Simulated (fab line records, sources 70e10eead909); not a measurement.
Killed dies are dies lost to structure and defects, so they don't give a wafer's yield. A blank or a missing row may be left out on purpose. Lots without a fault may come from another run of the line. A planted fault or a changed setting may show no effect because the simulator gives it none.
fab line records | flow nand_harc
record lots=4 wafers=12 last_day=32
route steps=1302 shown A_M1@1182 A_BONDPAD@1202 END@1302
lots that met no fault: from a run of the same line without faults
start_h: hours from the record's first day to the start of the lot's first wafer shown | wait_h: hours since the lot's step before | " the same as in the row above | L1.1+2: a row that stands for several wafers | - no value, or no start given | * or withheld: withheld | < > ~ a bound
route shown NAME@n: a module of which the file shows steps, and the number in the route of the first | usual: mean/standard deviation of fault-free wafers | same: alike in all rows | chamber/n: place in a boat | sites: the reading at each site | _std_site: their standard deviation | _edge_site: outer sites' mean less inner sites' | radius_mm: how far each site lies from the wafer's centre | mask NAME#n: copy n | behind: the tool/chamber that last shaped the wafer | hold: why the lot was held/for how many hours/how that ended | device: the transistor (n, p or np) that didn't switch | end of line: the same wafers' tests at the end of the route | a step without rows: its recipe alone | killed: dies lost to structure and defects at the first sort, not the wafer's yield | map: a wafer's dies, x killed, . not, _ none there
set.NAME: the setting as run; set.NAME@STEP: as run at that earlier step | model.NAME: the simulator's own value behind a step, which no gauge read
lots at some steps of the route; a table a step, a row a wafer
services: from which hour (start_h, from the record's first day; less than 0 if before it) a tool's chamber was out of use, for how many hours, and why
## steps
# step NHARC_A_M1_DESCUM_14
# recipe time_s=3 o2_flow_sccm=200 ar_flow_sccm=0 bias_power_w=0 chemistry=O2
# step NHARC_A_M1_ETCH_35
# recipe target_depth_a=400 overetch_a=120 time_s=43.94 ion_energy_ev=200 n2_flow_sccm=150 h2_flow_sccm=150 ar_flow_sccm=0 rf_w=400 bias_w=150 chemistry=N2/H2
# step NHARC_A_M1_ETCH_15
# recipe target_depth_a=1825 time_s=91.2 c4f8_flow_sccm=withheld ar_flow_sccm=400 rf_w=600 bias_w=300 chemistry=C4F8/Ar
# step NHARC_A_M1_STRIP_18
# recipe power_w=1000 n2_flow_sccm=150 h2_flow_sccm=150 ar_flow_sccm=0 bias_w=0 chemistry=N2/H2
# step NHARC_A_M1_ETCH_28
# recipe target_depth_a=300 over_etch_frac=0.3 time_s=72.99 ion_energy_ev=150 cf4_flow_sccm=50 n2_flow_sccm=100 ar_flow_sccm=150 rf_w=300 bias_w=100 chemistry=CF4/N2
# step NHARC_A_M1_STRIP_19
# recipe time_s=600 temp_c=30 chemistry=post_etch_residue_remover
# step NHARC_A_M1_DEGAS_29
# recipe temp_c=250 time_s=60
# step NHARC_A_M1_PRE_CLEAN_30
# recipe time_s=30 temp_c=280 gas=H2/He
# step NHARC_A_M1_PVD_20
# recipe target_thk_a=50 bias_v=168.6 power_w=15000 chamber_pressure_pa=0.12 time_s=8.06 substrate_temp_c=50 material=TaN
# step NHARC_A_M1_PVD_21
# recipe target_thk_a=300 chamber_pressure_pa=5 power_w=5000 substrate_temp_c=30 time_s=20.49 material=Cu
# usual throttle_valve_pct=30.2/1.2
# columns lot.wafer tool chamber start_h wait_h throttle_valve_pct
L286.1 pvd_sputter-01 - 532.84 - 29.8
L286.4 " - " " 28.5
L286.5 " - " " 30.5
L297.4 pvd_sputter-01 - 633.29 - 29.7
L297.1 " - " " 28.8
L297.5 " - " " 30.4
L299.1 pvd_sputter-01 - 656.62 - 29.8
L299.3 " - " " 29.6
L299.6 " - " " 30.0
L305.2 pvd_sputter-02 - 718.74 - 31.6
L305.4 " - " " 29.0
L305.1 " - " " 30.0
# step NHARC_A_M1_ECD_22
# recipe target_thk_a=4000 bath_temp_c=25 material=Cu
# step NHARC_A_M1_ANNEAL_31
# recipe temp_c=225 time_s=90
# step NHARC_A_M1_CMP_23
# recipe t_overpolish_s=20 target_thk_nm=154.34
# step NHARC_A_M1_SRD_25
# step NHARC_A_M1_PRE_CLEAN_32
# recipe time_s=12 temp_c=370 rf_power_w=300 gas=NH3
# step NHARC_A_M1_DEP_33
# recipe target_thk_a=300 temp_c=370 target_thk_nm=30 pressure_torr=3 flow_sccm=200 rf_w=450 material=SiCN
# step NHARC_A_BONDPAD_DEP_00
# recipe target_thk_a=2500 temp_c=370 target_thk_nm=250 pressure_torr=3 flow_sccm=200 rf_w=450 material=SiCN
# step NHARC_A_BONDPAD_CMP_29
# recipe target_thk_nm=200 material=SiCN
# step NHARC_A_BONDPAD_SRD_31
# step NHARC_A_BONDPAD_DEHYDRATE_01
# recipe temp_c=150 time_s=120
# step NHARC_A_BONDPAD_HMDS_02
# recipe time_s=30
# step NHARC_A_BONDPAD_COAT_33
# recipe temp_c=200 time_s=65
# step NHARC_A_BONDPAD_COAT_03
# recipe spin_rpm=2000 resist_thk_nm=600
# step NHARC_A_BONDPAD_SOFTBAKE_04
# recipe temp_c=125 time_s=70
# step NHARC_A_BONDPAD_EBR_05
# step NHARC_A_BONDPAD_EXPOSE_06
# recipe na=0.55 dose_mj=36.99 mask_id=A_BPAD
# step NHARC_A_BONDPAD_PEB_07
# recipe peb_temp_c=128 peb_time_s=80
# step NHARC_A_BONDPAD_DEVELOP_08
# recipe time_s=50 dev_temp_c=22
# step NHARC_A_BONDPAD_HARDBAKE_10
# recipe temp_c=118 time_s=65
# step NHARC_A_BONDPAD_DESCUM_11
# recipe time_s=3 o2_flow_sccm=200 ar_flow_sccm=0 bias_power_w=0 chemistry=O2
# step NHARC_A_BONDPAD_ETCH_34
# recipe target_depth_a=600 overetch_a=180 time_s=65.91 ion_energy_ev=200 n2_flow_sccm=150 h2_flow_sccm=150 ar_flow_sccm=0 rf_w=400 bias_w=150 chemistry=N2/H2
# step NHARC_A_BONDPAD_ETCH_12
# recipe target_depth_a=2200 time_s=110 chf3_flow_sccm=50 o2_flow_sccm=10 ar_flow_sccm=200 rf_w=500 bias_w=200 chemistry=CHF3/O2
# step NHARC_END_SORT_01
# recipe temp_c=25
# usual defect_limited_yield=92.9/2.4 killed_at_array=44/16 killed_at_other=0.6/1.1 killed_at_periphery=3.9/2.6 killed_dies=48/16 killed_open=3.1/1.9 killed_short=2.4/1.8 sort_bin_2_pct=2.6/1 sort_bin_3_pct=0.6/0.39 sort_bin_4_pct=4.0/1.4 sort_n_pass=629/16 sort_rim_yield_pct=89/4.3 sort_yield_pct=92.9/2.4
# same gross_dies=677 sort_bin_5_pct[%]=0 sort_bin_6_pct[%]=0 sort_bin_7_pct[%]=0 sort_bin_8_pct[%]=0 sort_rim_n_gross=106.00
# columns lot.wafer tool chamber start_h wait_h defect_limited_yield[%] killed_at_array killed_at_other killed_at_periphery killed_dies killed_open killed_short sort_bin_2_pct[%] sort_bin_3_pct[%] sort_bin_4_pct[%] sort_n_pass sort_rim_yield_pct[%] sort_yield_pct[%]
L297.4 prober-02 0 670.27 3.4 0 673 2 2 677 2 1 95.0 0.4 4.6 0 0 0
L299.1 prober-01 0 695.13 2.5 92.5 43 0 8 51 4 3 3.0 1.0 3.5 626 89 92.5
L299.3 prober-01 0 696.74 3.1 0 671 0 6 677 3 1 97.2 0.6 2.2 0 0 0
L305.1 prober-01 0 759.35 2.5 92.0 47 5 2 54 3 1 2.7 0.3 5.0 623 87 92.0
L305.2 prober-01 0 760.15 2.8 93.1 44 2 1 47 1 3 2.8 0.6 3.5 630 86 93.1
L305.4 prober-01 0 761.74 3.4 92.9 46 0 2 48 5 2 1.6 1.0 4.4 629 83 92.9
# killed by level:class
L297.4 A_M1:area_pvd=631 A_SLIT:chamber_film_flake=14 A_CHANNEL_HOLE_D2:chamber_film_flake=10 A_STAIRCASE:chamber_film_flake=7 A_CHANNEL_HOLE_D1:chamber_film_flake=3 A_CONTACT:chamber_film_flake=3 THIN_TSV:chamber_film_flake=2 A_ONON_D2:geometric_particle:open=1
L299.1 A_SLIT:chamber_film_flake=15 A_CONTACT:chamber_film_flake=8 A_CHANNEL_HOLE_D1:chamber_film_flake=4 P_GATE:chamber_film_flake=3 A_SGD_CUT:chamber_film_flake=3 A_WL_FILL:chamber_film_flake=3 A_CONTACT:geometric_particle:open=2 P_ZERO_WELL:chamber_film_flake=2
L299.3 A_M1:area_pvd=642 A_SLIT:chamber_film_flake=17 P_GATE:chamber_film_flake=3 A_SGD_CUT:chamber_film_flake=3 A_CONTACT:chamber_film_flake=3 A_ONON_D2:geometric_particle:open=2 P_STI:chamber_film_flake=2 A_STAIRCASE:chamber_film_flake=2
L305.1 A_CHANNEL_HOLE_D2:chamber_film_flake=17 A_CHANNEL_HOLE_D1:chamber_film_flake=12 A_CONTACT:chamber_film_flake=7 THIN_TSV:chamber_film_flake=5 A_SLIT:chamber_film_flake=3 P_GATE:chamber_film_flake=2 A_WL_FILL:chamber_film_flake=2 A_DECK1_JOINT:geometric_particle:open=1
L305.2 A_CHANNEL_HOLE_D2:chamber_film_flake=12 A_CONTACT:chamber_film_flake=12 A_CHANNEL_HOLE_D1:chamber_film_flake=9 A_SLIT:chamber_film_flake=6 THIN_TSV:chamber_film_flake=2 P_CONTACT:geometric_particle:open=1 A_CHANNEL_FILL_D1:geometric_particle:short=1 A_CHANNEL_FILL_D2:geometric_particle:short=1
L305.4 A_CHANNEL_HOLE_D2:chamber_film_flake=15 A_CHANNEL_HOLE_D1:chamber_film_flake=9 A_CONTACT:chamber_film_flake=7 A_SLIT:chamber_film_flake=5 A_STAIRCASE:chamber_film_flake=3 A_WL_FILL:geometric_particle:open=2 A_DECK1_JOINT:chamber_film_flake=2 P_GATE:geometric_particle:open=1
# map L297.4 (x killed, . not)
____________x____________
_________xxxxxxx_________
_______xxxxxxxxxxx_______
______xxxxxxxxxxxxx______
_____xxxxxxxxxxxxxxx_____
____xxxxxxxxxxxxxxxxx____
____xxxxxxxxxxxxxxxxx____
___xxxxxxxxxxxxxxxxxxx___
___xxxxxxxxxxxxxxxxxxx___
__xxxxxxxxxxxxxxxxxxxxx__
__xxxxxxxxxxxxxxxxxxxxx__
_xxxxxxxxxxxxxxxxxxxxxxx_
_xxxxxxxxxxxxxxxxxxxxxxx_
_xxxxxxxxxxxxxxxxxxxxxxx_
_xxxxxxxxxxxxxxxxxxxxxxx_
_xxxxxxxxxxxxxxxxxxxxxxx_
xxxxxxxxxxxxxxxxxxxxxxxxx
xxxxxxxxxxxxxxxxxxxxxxxxx
xxxxxxxxxxxxxxxxxxxxxxxxx
xxxxxxxxxxxxxxxxxxxxxxxxx
xxxxxxxxxxxxxxxxxxxxxxxxx
_xxxxxxxxxxxxxxxxxxxxxxx_
_xxxxxxxxxxxxxxxxxxxxxxx_
_xxxxxxxxxxxxxxxxxxxxxxx_
_xxxxxxxxxxxxxxxxxxxxxxx_
_xxxxxxxxxxxxxxxxxxxxxxx_
__xxxxxxxxxxxxxxxxxxxxx__
__xxxxxxxxxxxxxxxxxxxxx__
___xxxxxxxxxxxxxxxxxxx___
___xxxxxxxxxxxxxxxxxxx___
____xxxxxxxxxxxxxxxxx____
____xxxxxxxxxxxxxxxxx____
_____xxxxxxxxxxxxxxx_____
______xxxxxxxxxxxxx______
_______xxxxxxxxxxx_______
_________xxxxxxx_________
____________x____________
# map L299.3 (x killed, . not)
____________x____________
_________xxxxxxx_________
_______xxxxxxxxxxx_______
______xxxxxxxxxxxxx______
_____xxxxxxxxxxxxxxx_____
____xxxxxxxxxxxxxxxxx____
____xxxxxxxxxxxxxxxxx____
___xxxxxxxxxxxxxxxxxxx___
___xxxxxxxxxxxxxxxxxxx___
__xxxxxxxxxxxxxxxxxxxxx__
__xxxxxxxxxxxxxxxxxxxxx__
_xxxxxxxxxxxxxxxxxxxxxxx_
_xxxxxxxxxxxxxxxxxxxxxxx_
_xxxxxxxxxxxxxxxxxxxxxxx_
_xxxxxxxxxxxxxxxxxxxxxxx_
_xxxxxxxxxxxxxxxxxxxxxxx_
xxxxxxxxxxxxxxxxxxxxxxxxx
xxxxxxxxxxxxxxxxxxxxxxxxx
xxxxxxxxxxxxxxxxxxxxxxxxx
xxxxxxxxxxxxxxxxxxxxxxxxx
xxxxxxxxxxxxxxxxxxxxxxxxx
_xxxxxxxxxxxxxxxxxxxxxxx_
_xxxxxxxxxxxxxxxxxxxxxxx_
_xxxxxxxxxxxxxxxxxxxxxxx_
_xxxxxxxxxxxxxxxxxxxxxxx_
_xxxxxxxxxxxxxxxxxxxxxxx_
__xxxxxxxxxxxxxxxxxxxxx__
__xxxxxxxxxxxxxxxxxxxxx__
___xxxxxxxxxxxxxxxxxxx___
___xxxxxxxxxxxxxxxxxxx___
____xxxxxxxxxxxxxxxxx____
____xxxxxxxxxxxxxxxxx____
_____xxxxxxxxxxxxxxx_____
______xxxxxxxxxxxxx______
_______xxxxxxxxxxx_______
_________xxxxxxx_________
____________x____________
## services
# columns tool chamber start_h hours kind
pvd_sputter-02 - 544.66 4.3 repair
pvd_sputter-01 - 582.04 10.0 pm
pvd_sputter-02 - 638.06 10.0 pm
pvd_sputter-01 - 638.48 5.0 repair
pvd_sputter-01 - 672.18 4.0 repair
pvd_sputter-02 - 713.26 3.9 repair
## key
first_sign step=NHARC_END_SORT_01 reading=sort_bin_2_pct direction=up sigmas=90 usual=2.6 struck=96.1
effect step=NHARC_END_SORT_01 reading=killed_at_array direction=up sigmas=40 usual=44 struck=672
more_kills_born_at NHARC_A_M1_PVD_21@pvd_sputter-01=1273
met_at NHARC_A_M1_PVD_21
struck_wafers L297.4,L299.3
later_rows_left_out L297.4,L299.3
onset_between 532.84 633.29
fault kind=process_parameter_drift tool=pvd_sputter-01 chamber=- onset_h=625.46 steps=NHARC_A_M1_PVD_21 channel=target_thk_a offset=* shape=step end_h=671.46 scope=struck_wafers_only acts_in=* stated=*
# later_rows_left_out: the simulator's readings of these wafers behind a module that went badly wrong aren't trusted and aren't shown, but for the sort
